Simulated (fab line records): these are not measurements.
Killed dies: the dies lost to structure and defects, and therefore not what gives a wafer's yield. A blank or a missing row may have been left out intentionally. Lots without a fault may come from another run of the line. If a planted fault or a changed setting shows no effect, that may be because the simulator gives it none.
Which tool was responsible? | flow n5 finfet | Sampling: 24 lots, 72 wafers, 6 of 1938 route steps

== WHAT THE GAUGES READ, wafer by wafer ==
No reading from a measuring or inspecting step in the record can be judged against a usual standard deviation.

== WHICH TOOL RAN EACH LOT (tool, then ch and the chambers of the sampled wafers, then the start) ==
lot  | N5_BEOL_M2_SPUTTER_81        | N5_BEOL_M2_ANNEAL_91         | N5_BEOL_M3_ETCH_74                 | N5_BEOL_M3_ETCH_69                 | N5_BEOL_M3_ETCH_70                 | N5_BEOL_M3_ANNEAL_49
L074 | pvd sputter-01, day 7 01:42  | pvd sputter-01, day 7 02:26  | rie diel-03 ch 1,3, day 7 08:04    | rie diel-03 ch 2,3, day 7 09:10    | rie diel-02 ch 0,1,3, day 7 11:53  | pvd sputter-02, day 7 15:13
L076 | pvd sputter-01, day 7 04:55  | pvd sputter-01, day 7 05:40  | rie diel-03 ch 0,1,2, day 7 08:44  | rie diel-01 ch 1,2, day 7 09:38    | rie diel-01 ch 0,2,3, day 7 22:01  | pvd sputter-03, day 8 01:06
L075 | pvd sputter-02, day 7 06:44  | pvd sputter-02, day 7 07:28  | rie diel-01 ch 1,2, day 7 12:38    | rie diel-01 ch 1,2, day 7 14:03    | rie diel-02 ch 0,3, day 8 03:07    | pvd sputter-03, day 8 04:28
L077 | pvd sputter-02, day 7 13:44  | pvd sputter-02, day 7 14:29  | rie diel-03 ch 1,2,3, day 7 18:07  | rie diel-02 ch 0,1,3, day 7 18:59  | rie diel-02 ch 1,3, day 8 07:30    | pvd sputter-03, day 8 09:23
L078 | pvd sputter-03, day 7 14:02  | pvd sputter-03, day 7 14:52  | rie diel-02 ch 1,3, day 7 18:27    | rie diel-02 ch 0,1,3, day 7 19:28  | rie diel-02 ch 1,2,3, day 8 09:17  | pvd sputter-01, day 8 11:20
L079 | pvd sputter-01, day 8 08:46  | pvd sputter-01, day 8 09:30  | rie diel-01 ch 0,1, day 8 12:37    | rie diel-03 ch 2,3, day 8 13:39    | rie diel-03 ch 0,1,3, day 8 14:54  | pvd sputter-02, day 8 16:37
L080 | pvd sputter-01, day 8 18:12  | pvd sputter-01, day 8 18:56  | rie diel-03 ch 2,3, day 8 22:18    | rie diel-01 ch 0,2,3, day 8 23:11  | rie diel-02 ch 2,3, day 9 04:32    | pvd sputter-01, day 9 06:12
L081 | pvd sputter-02, day 8 19:38  | pvd sputter-02, day 8 20:22  | rie diel-03 ch 0,2,3, day 9 01:03  | rie diel-03 ch 0,1,2, day 9 02:04  | rie diel-03 ch 1,3, day 9 04:40    | pvd sputter-02, day 9 06:34
L082 | pvd sputter-01, day 8 20:02  | pvd sputter-01, day 8 20:47  | rie diel-03 ch 1,2,3, day 9 01:16  | rie diel-01 ch 1,2, day 9 02:17    | rie diel-03 ch 0,1,2, day 9 06:10  | pvd sputter-02, day 9 09:08
L083 | pvd sputter-01, day 9 09:50  | pvd sputter-01, day 9 10:35  | rie diel-02 ch 2,3, day 9 13:39    | rie diel-01 ch 0,3, day 9 14:40    | rie diel-02 ch 1,2, day 9 17:03    | pvd sputter-01, day 9 18:37
L085 | pvd sputter-01, day 9 11:41  | pvd sputter-01, day 9 12:25  | rie diel-03 ch 0,1,3, day 9 15:09  | rie diel-01 ch 0,1,2, day 9 16:02  | rie diel-01 ch 1,3, day 9 17:31    | pvd sputter-01, day 9 20:27
L084 | pvd sputter-02, day 9 13:10  | pvd sputter-02, day 9 13:54  | rie diel-03 ch 0,1,2, day 9 18:20  | rie diel-01 ch 0,2, day 9 19:13    | rie diel-02 ch 0,1, day 9 22:40    | pvd sputter-03, day 10 00:22
L087 | pvd sputter-03, day 10 16:40 | pvd sputter-03, day 10 17:25 | rie diel-03 ch 0,2,3, day 10 20:46 | rie diel-03 ch 0,2,3, day 10 22:07 | rie diel-01 ch 0,2,3, day 10 22:21 | pvd sputter-01, day 10 23:59
L086 | pvd sputter-03, day 10 22:07 | pvd sputter-03, day 10 22:52 | rie diel-02 ch 1,3, day 11 03:01   | rie diel-03 ch 0,2,3, day 11 04:15 | rie diel-03 ch 0,1,2, day 11 07:18 | pvd sputter-03, day 11 08:57
L089 | pvd sputter-02, day 11 00:36 | pvd sputter-02, day 11 01:20 | rie diel-02 ch 0,1,2, day 11 04:37 | rie diel-01 ch 0,2,3, day 11 05:30 | rie diel-01 ch 0,2,3, day 11 07:21 | pvd sputter-01, day 11 09:14
L088 | pvd sputter-01, day 11 06:01 | pvd sputter-01, day 11 06:45 | rie diel-01 ch 1,2, day 11 11:23   | rie diel-02 ch 0,1,2, day 11 12:24 | rie diel-01 ch 0,1,2, day 11 12:39 | pvd sputter-03, day 11 14:07
L090 | pvd sputter-02, day 11 09:17 | pvd sputter-02, day 11 10:02 | rie diel-03 ch 0,1,2, day 11 12:32 | rie diel-02 ch 0,1,2, day 11 13:37 | rie diel-01 ch 2,3, day 11 13:51   | pvd sputter-01, day 11 15:04
L094 | pvd sputter-02, day 12 09:05 | pvd sputter-02, day 12 09:49 | rie diel-02 ch 1,2,3, day 12 17:08 | rie diel-02 ch 1,2,3, day 12 18:02 | rie diel-01 ch 0,1,3, day 13 09:16 | pvd sputter-02, day 13 11:11
L091 | pvd sputter-03, day 12 11:02 | pvd sputter-03, day 12 11:47 | rie diel-02 ch 1,2,3, day 12 17:44 | rie diel-03 ch 0,2,3, day 12 18:37 | rie diel-01 ch 0,1, day 13 03:35   | pvd sputter-02, day 13 05:27
L095 | pvd sputter-03, day 12 12:55 | pvd sputter-03, day 12 13:40 | rie diel-01 ch 1,2,3, day 12 17:58 | rie diel-02 ch 1,2,3, day 12 19:01 | rie diel-02 ch 1,2, day 13 12:28   | pvd sputter-01, day 13 13:56
L093 | pvd sputter-02, day 12 13:22 | pvd sputter-02, day 12 14:07 | rie diel-02 ch 1,3, day 12 18:08   | rie diel-01 ch 0,3, day 12 19:04   | rie diel-02 ch 2,3, day 13 04:44   | pvd sputter-02, day 13 07:22
L092 | pvd sputter-03, day 12 14:48 | pvd sputter-03, day 12 15:32 | rie diel-03 ch 0,2,3, day 12 18:59 | rie diel-01 ch 0,2,3, day 12 19:52 | rie diel-01 ch 1,2,3, day 13 15:24 | pvd sputter-03, day 13 16:58
L096 | pvd sputter-02, day 12 15:53 | pvd sputter-02, day 12 16:38 | rie diel-03 ch 0,3, day 12 20:24   | rie diel-02 ch 0,1, day 12 21:25   | rie diel-03 ch 1,2,3, day 13 15:35 | pvd sputter-03, day 13 19:06
L097 | pvd sputter-03, day 13 10:43 | pvd sputter-03, day 13 11:28 | rie diel-03 ch 1,2,3, day 13 14:02 | rie diel-01 ch 0,1,2, day 13 15:03 | rie diel-03 ch 0,1,2, day 13 20:25 | pvd sputter-01, day 13 23:32
- N5_BEOL_M2_SPUTTER_81: material Cu, target thk 4.5 nm, time 8.29 s.
- N5_BEOL_M2_ANNEAL_91: time 240 s.
- N5_BEOL_M3_ETCH_74: etches underlayer in N2/H2, target depth 6.5 nm, time 5.2 s.
- N5_BEOL_M3_ETCH_69: etches SiARC in CF4, target depth 15.6 nm, time 26 s.
- N5_BEOL_M3_ETCH_70: etches SOC in N2/H2, target depth 80 nm, overetch 16 nm, time 120 s.
- N5_BEOL_M3_ANNEAL_49: time 240 s.

== WHAT THE TOOLS THEMSELVES READ (means of the sampled wafers that have a number; where no wafer has one, the mark that the record gives instead) ==
N5_BEOL_M2_SPUTTER_81. Usual: 30.3 % for throttle valve pct, sd 1.2.
lot  | tool           | throttle valve pct (%) | flag
L074 | pvd sputter-01 | 30.4                   |
L076 | pvd sputter-01 | 30.7                   |
L075 | pvd sputter-02 | 29.0                   |
L077 | pvd sputter-02 | 28.9                   |
L078 | pvd sputter-03 | 30.6                   |
L079 | pvd sputter-01 | 31.5                   |
L080 | pvd sputter-01 | 30.9                   |
L081 | pvd sputter-02 | 29.1                   |
L082 | pvd sputter-01 | 31.3                   |
L083 | pvd sputter-01 | 31.2                   |
L085 | pvd sputter-01 | 30.8                   |
L084 | pvd sputter-02 | 29.4                   |
L087 | pvd sputter-03 | 30.8                   |
L086 | pvd sputter-03 | 31.0                   |
L089 | pvd sputter-02 | 29.1                   |
L088 | pvd sputter-01 | 30.8                   |
L090 | pvd sputter-02 | 29.2                   |
L094 | pvd sputter-02 | 29.0                   |
L091 | pvd sputter-03 | 30.3                   |
L095 | pvd sputter-03 | 31.3                   |
L093 | pvd sputter-02 | 29.2                   |
L092 | pvd sputter-03 | 30.7                   |
L096 | pvd sputter-02 | 29.4                   |
L097 | pvd sputter-03 | 30.7                   |

N5_BEOL_M2_ANNEAL_91. Usual: 834 W for heater power w, sd 75.
lot  | tool           | heater power w (W) | flag
L074 | pvd sputter-01 | 889                |
L076 | pvd sputter-01 | 904                |
L075 | pvd sputter-02 | 849                |
L077 | pvd sputter-02 | 819                |
L078 | pvd sputter-03 | 792                |
L079 | pvd sputter-01 | 840                |
L080 | pvd sputter-01 | 813                |
L081 | pvd sputter-02 | 827                |
L082 | pvd sputter-01 | 820                |
L083 | pvd sputter-01 | 812                |
L085 | pvd sputter-01 | 811                |
L084 | pvd sputter-02 | 835                |
L087 | pvd sputter-03 | 849                |
L086 | pvd sputter-03 | 838                |
L089 | pvd sputter-02 | 856                |
L088 | pvd sputter-01 | 794                |
L090 | pvd sputter-02 | 855                |
L094 | pvd sputter-02 | 800                |
L091 | pvd sputter-03 | 753                |
L095 | pvd sputter-03 | 840                |
L093 | pvd sputter-02 | 809                |
L092 | pvd sputter-03 | 821                |
L096 | pvd sputter-02 | 879                |
L097 | pvd sputter-03 | 846                |

N5_BEOL_M3_ETCH_74. Usual: drypump motor current A 5.9 A, standard deviation 0.56; etch rf on time s 5.15 s, standard deviation 0.11; oes product au 0.68 a.u., standard deviation 0.079; rf vpp V 523.9 V, standard deviation 2.6; showerhead plenum p Torr 2.54 Torr, standard deviation 0.08; throttle valve pct 17.8 %, standard deviation 0.3.
lot  | tool        | drypump motor current A (A) | etch rf on time s (s) | oes product au (a.u.) | rf vpp V (V) | showerhead plenum p Torr (Torr) | throttle valve pct (%) | flag
L074 | rie diel-03 | 6.5                         | 5.01                  | 0.75                  | 526.0        | 2.61                            | 17.8                   |
L076 | rie diel-03 | 5.6                         | 5.16                  | 0.65                  | 525.4        | 2.58                            | 17.8                   |
L075 | rie diel-01 | 5.8                         | 5.06                  | 0.78                  | 527.4        | 2.67                            | 17.5                   |
L077 | rie diel-03 | 6.2                         | 5.14                  | 0.68                  | 525.7        | 2.60                            | 17.8                   |
L078 | rie diel-02 | 5.5                         | 5.24                  | 0.59                  | 520.4        | 2.41                            | 18.2                   |
L079 | rie diel-01 | 6.0                         | 5.08                  | 0.75                  | 527.5        | 2.65                            | 17.5                   |
L080 | rie diel-03 | 6.1                         | 5.07                  | 0.69                  | 523.5        | 2.57                            | 17.7                   |
L081 | rie diel-03 | 5.8                         | 5.08                  | 0.70                  | 525.1        | 2.56                            | 17.6                   |
L082 | rie diel-03 | 6.2                         | 5.09                  | 0.68                  | 524.5        | 2.59                            | 17.8                   |
L083 | rie diel-02 | 6.3                         | 5.19                  | 0.66                  | 520.9        | 2.44                            | 18.0                   |
L085 | rie diel-03 | 5.8                         | 5.10                  | 0.68                  | 524.6        | 2.59                            | 17.8                   |
L084 | rie diel-03 | 5.6                         | 5.17                  | 0.63                  | 525.0        | 2.57                            | 17.9                   |
L087 | rie diel-03 | 5.8                         | 5.15                  | 0.67                  | 524.3        | 2.56                            | 17.7                   |
L086 | rie diel-02 | 5.9                         | 5.29                  | 0.58                  | 520.5        | 2.42                            | 18.1                   |
L089 | rie diel-02 | 5.7                         | 5.12                  | 0.72                  | 521.5        | 2.46                            | 17.9                   |
L088 | rie diel-01 | 5.7                         | 5.01                  | 0.73                  | 527.0        | 2.63                            | 17.7                   |
L090 | rie diel-03 | 5.6                         | 5.18                  | 0.62                  | 524.6        | 2.57                            | 17.9                   |
L094 | rie diel-02 | 5.9                         | 5.23                  | 0.64                  | 520.2        | 2.43                            | 18.0                   |
L091 | rie diel-02 | 5.9                         | 5.22                  | 0.65                  | 521.3        | 2.43                            | 18.0                   |
L095 | rie diel-01 | 5.6                         | 5.08                  | 0.74                  | 525.5        | 2.59                            | 17.5                   |
L093 | rie diel-02 | 5.5                         | 5.31                  | 0.57                  | 519.1        | 2.40                            | 18.2                   |
L092 | rie diel-03 | 5.8                         | 5.15                  | 0.66                  | 522.9        | 2.55                            | 17.6                   |
L096 | rie diel-03 | 5.5                         | 5.11                  | 0.67                  | 523.8        | 2.55                            | 17.6                   |
L097 | rie diel-03 | 6.2                         | 5.17                  | 0.65                  | 525.1        | 2.58                            | 17.9                   |

N5_BEOL_M3_ETCH_69. Usual: drypump motor current A 5.8 A, standard deviation 0.48; etch rf on time s 25.6 s, standard deviation 0.52; oes product au 0.70 a.u., standard deviation 0.079; rf vpp V 184.0 V, standard deviation 1.2; showerhead plenum p Torr 2.14 Torr, standard deviation 0.066; throttle valve pct 15.48 %, standard deviation 0.29.
lot  | tool        | drypump motor current A (A) | etch rf on time s (s) | oes product au (a.u.) | rf vpp V (V) | showerhead plenum p Torr (Torr) | throttle valve pct (%) | flag
L074 | rie diel-03 | 6.1                         | 25.4                  | 0.70                  | 184.0        | 2.16                            | 15.41                  |
L076 | rie diel-01 | 5.7                         | 25.8                  | 0.76                  | 185.1        | 2.21                            | 15.28                  |
L075 | rie diel-01 | 5.7                         | 25.5                  | 0.76                  | 184.7        | 2.21                            | 15.28                  |
L077 | rie diel-02 | 5.7                         | 26.1                  | 0.66                  | 183.5        | 2.06                            | 15.68                  |
L078 | rie diel-02 | 5.7                         | 25.9                  | 0.66                  | 183.3        | 2.06                            | 15.68                  |
L079 | rie diel-03 | 6.3                         | 25.2                  | 0.74                  | 184.7        | 2.17                            | 15.34                  |
L080 | rie diel-01 | 5.8                         | 25.8                  | 0.76                  | 185.4        | 2.15                            | 15.34                  |
L081 | rie diel-03 | 5.6                         | 25.8                  | 0.65                  | 184.6        | 2.17                            | 15.63                  |
L082 | rie diel-01 | 5.7                         | 25.5                  | 0.74                  | 185.0        | 2.20                            | 15.31                  |
L083 | rie diel-01 | 5.7                         | 25.4                  | 0.78                  | 184.4        | 2.12                            | 15.24                  |
L085 | rie diel-01 | 6.0                         | 25.5                  | 0.73                  | 184.8        | 2.19                            | 15.30                  |
L084 | rie diel-01 | 6.2                         | 25.8                  | 0.70                  | 183.4        | 2.16                            | 15.42                  |
L087 | rie diel-03 | 5.8                         | 25.5                  | 0.67                  | 184.2        | 2.15                            | 15.42                  |
L086 | rie diel-03 | 5.8                         | 25.6                  | 0.67                  | 184.2        | 2.15                            | 15.42                  |
L089 | rie diel-01 | 5.8                         | 25.9                  | 0.72                  | 183.7        | 2.14                            | 15.37                  |
L088 | rie diel-02 | 5.7                         | 25.4                  | 0.72                  | 182.7        | 2.08                            | 15.65                  |
L090 | rie diel-02 | 5.7                         | 25.4                  | 0.72                  | 183.6        | 2.08                            | 15.65                  |
L094 | rie diel-02 | 5.9                         | 26.0                  | 0.64                  | 182.6        | 2.06                            | 15.81                  |
L091 | rie diel-03 | 5.8                         | 25.5                  | 0.67                  | 184.3        | 2.15                            | 15.45                  |
L095 | rie diel-02 | 5.9                         | 26.0                  | 0.64                  | 183.3        | 2.06                            | 15.81                  |
L093 | rie diel-01 | 6.1                         | 25.7                  | 0.71                  | 184.3        | 2.13                            | 15.38                  |
L092 | rie diel-01 | 5.9                         | 25.4                  | 0.72                  | 182.9        | 2.14                            | 15.40                  |
L096 | rie diel-02 | 5.3                         | 25.8                  | 0.64                  | 182.4        | 2.06                            | 15.80                  |
L097 | rie diel-01 | 6.0                         | 25.8                  | 0.70                  | 184.8        | 2.18                            | 15.37                  |

N5_BEOL_M3_ETCH_70. Usual: drypump motor current A 5.8 A, standard deviation 0.51; oes product au 0.62 a.u., standard deviation 0.068; rf vpp V 523.3 V, standard deviation 2.4; showerhead plenum p Torr 2.52 Torr, standard deviation 0.083; throttle valve pct 17.7 %, standard deviation 0.32.
lot  | tool        | drypump motor current A (A) | oes product au (a.u.) | rf vpp V (V) | showerhead plenum p Torr (Torr) | throttle valve pct (%) | flag
L074 | rie diel-02 | 5.7                         | 0.60                  | 521.9        | 2.44                            | 17.9                   |
L076 | rie diel-01 | 5.8                         | 0.61                  | 523.6        | 2.55                            | 17.7                   |
L075 | rie diel-02 | 6.0                         | 0.59                  | 521.2        | 2.44                            | 17.9                   |
L077 | rie diel-02 | 5.9                         | 0.54                  | 520.6        | 2.42                            | 18.1                   |
L078 | rie diel-02 | 5.9                         | 0.61                  | 521.0        | 2.44                            | 18.0                   |
L079 | rie diel-03 | 5.8                         | 0.62                  | 525.1        | 2.59                            | 17.8                   |
L080 | rie diel-02 | 6.3                         | 0.66                  | 522.1        | 2.47                            | 17.8                   |
L081 | rie diel-03 | 6.5                         | 0.64                  | 526.0        | 2.61                            | 17.8                   |
L082 | rie diel-03 | 5.6                         | 0.57                  | 525.0        | 2.58                            | 17.8                   |
L083 | rie diel-02 | 5.6                         | 0.60                  | 520.0        | 2.44                            | 18.0                   |
L085 | rie diel-01 | 5.5                         | 0.71                  | 525.6        | 2.55                            | 17.2                   |
L084 | rie diel-02 | 5.3                         | 0.59                  | 520.3        | 2.43                            | 18.0                   |
L087 | rie diel-01 | 5.9                         | 0.65                  | 524.3        | 2.54                            | 17.5                   |
L086 | rie diel-03 | 5.6                         | 0.56                  | 524.5        | 2.57                            | 17.9                   |
L089 | rie diel-01 | 5.8                         | 0.65                  | 523.5        | 2.54                            | 17.5                   |
L088 | rie diel-01 | 6.0                         | 0.63                  | 525.6        | 2.61                            | 17.6                   |
L090 | rie diel-01 | 5.5                         | 0.67                  | 523.6        | 2.52                            | 17.4                   |
L094 | rie diel-01 | 5.8                         | 0.64                  | 525.3        | 2.57                            | 17.4                   |
L091 | rie diel-01 | 6.0                         | 0.63                  | 525.3        | 2.64                            | 17.5                   |
L095 | rie diel-02 | 6.0                         | 0.63                  | 520.7        | 2.45                            | 17.9                   |
L093 | rie diel-02 | 6.3                         | 0.63                  | 522.0        | 2.46                            | 17.9                   |
L092 | rie diel-01 | 5.6                         | 0.65                  | 525.2        | 2.58                            | 17.5                   |
L096 | rie diel-03 | 6.1                         | 0.57                  | 524.0        | 2.58                            | 17.9                   |
L097 | rie diel-03 | 5.6                         | 0.55                  | 524.8        | 2.56                            | 17.9                   |

N5_BEOL_M3_ANNEAL_49. Usual: 832 W for heater power w, sd 76.
lot  | tool           | heater power w (W) | flag
L074 | pvd sputter-02 | 855                |
L076 | pvd sputter-03 | 872                |
L075 | pvd sputter-03 | 842                |
L077 | pvd sputter-03 | 805                |
L078 | pvd sputter-01 | 873                |
L079 | pvd sputter-02 | 805                |
L080 | pvd sputter-01 | 862                |
L081 | pvd sputter-02 | 843                |
L082 | pvd sputter-02 | 811                |
L083 | pvd sputter-01 | 911                |
L085 | pvd sputter-01 | 855                |
L084 | pvd sputter-03 | 870                |
L087 | pvd sputter-01 | 809                |
L086 | pvd sputter-03 | 831                |
L089 | pvd sputter-01 | 831                |
L088 | pvd sputter-03 | 801                |
L090 | pvd sputter-01 | 829                |
L094 | pvd sputter-02 | 883                |
L091 | pvd sputter-02 | 828                |
L095 | pvd sputter-01 | 814                |
L093 | pvd sputter-02 | 814                |
L092 | pvd sputter-03 | 776                |
L096 | pvd sputter-03 | 786                |
L097 | pvd sputter-01 | 806                |

== THE ANSWER, worked out from the rows above alone ==
Rule: take the mean of a lot's wafers that have a number; if it is more than 3 standard deviations from the usual mean, the lot is off. A lot without any number at a reading at which 4 lots or more have one is off too. Where the step has rows for the other lots, those lots are counted as sound. After the gauges, taken in route order, come the tools' own readings; for these a lot's mean is taken, as printed above. At the first step where some lot is off, the reading lying furthest off is the one used; lots without a number count as furthest.
Across all readings shown, no lot is off: no conclusion can be drawn from this.

== WHAT THE SIMULATOR PUT IN ==
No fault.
